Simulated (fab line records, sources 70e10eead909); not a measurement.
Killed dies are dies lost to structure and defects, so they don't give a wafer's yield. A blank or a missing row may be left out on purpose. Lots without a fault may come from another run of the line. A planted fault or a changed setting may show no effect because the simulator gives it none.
Problem report in the 8D (eight disciplines) form, filled by code | flow nand_harc | the parts of the form that need people (team, actions taken, sign-off) are left out

1. THE PROBLEM
run_length_s at NHARC_A_M1_ETCH_35 reads a mean of 52.8 s on 2 wafers of 2 lots; wafers without a fault read 65.3 s with a standard deviation of 0.38. That is -33 standard deviations from the usual mean.
The step: etches the open film in N2/H2, target depth 40 nm, overetch 12 nm, time 43.94 s.
First seen on wafer L924.5, day 27 02:31, on rie_diel-08. The record holds 42 wafers of 14 lots with a number at this step. Rule for "out", or "out of limits": more than 4 standard deviations from the usual mean. The other wafers with a number count as sound.

2. WHAT IT IS AND WHAT IT IS NOT
question                    | is                | is not
which readings at this step | run_length_s      | drypump_motor_current_A, oes_product_au, rf_vpp_V, showerhead_plenum_p_Torr, throttle_valve_pct
which lots                  | L924, L925        | L915, L918, L919, L927, L928, L929, L930, L933, L934, L935, L936, L937
which wafers of those lots  | L924.5, L925.4    | L924.2, L924.4, L925.2, L925.3
read on which tools         | rie_diel-08       | rie_diel-07, rie_diel-12
when                        | from day 27 02:31 | up to then (11 sound wafers); but 29 sound wafers of L925, L927, L928, L929, L930, L933, L934, L935, L936, L937 came after

3. SUSPECTS, AND WHAT RULES EACH OUT
Counting: a tool at a process step up to the reading stays a suspect if it ran every lot that is out. Sound lots after the first of them don't rule it out here, since some wafers of a struck lot are sound.
- rie_diel-08 at NHARC_A_M1_ETCH_35 (etches the open film in N2/H2, target depth 40 nm, overetch 12 nm, time 43.94 s): kept. It ran every lot that is out, first L924 (day 27 02:31); its last sound lot up to then is L918 (day 24 05:22). Its own readings are out on those wafers: run_length_s.
- Within rie_diel-08 at NHARC_A_M1_ETCH_35: the wafers that are out ran in chamber 0; their sound lot-mates ran in chambers 1, 2, 3.
Left after counting: rie_diel-08 at NHARC_A_M1_ETCH_35.

4. THE CAUSE (what the simulator had put in)
Process parameter drift: rie_diel-08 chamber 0, from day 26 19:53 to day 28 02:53, at NHARC_A_M1_ETCH_35. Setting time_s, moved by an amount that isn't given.
Counting left only this tool.

5. THE CHAIN OF EFFECTS, in route order
Each row: a reading whose mean over the struck wafers that have a number lies more than 3 standard deviations from the usual. Only readings for which the record gives a usual standard deviation are gone through. hours: the time from each lot's start at the first step in this table that gives one to its start at this step, as a median over the lots. sigmas: the change in usual standard deviations.
hours | step               | reading      | usual  | on struck wafers | change | sigmas
0     | NHARC_A_M1_ETCH_35 | run_length_s | 65.3 s | 52.8             | -12.5  | -33
The process steps in it:
- NHARC_A_M1_ETCH_35: etches the open film in N2/H2, target depth 40 nm, overetch 12 nm, time 43.94 s.

6. WHAT WOULD HAVE CAUGHT IT SOONER
In this record the first reading out of limits was taken at day 27 02:31, 7 hours after the fault began at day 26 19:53.
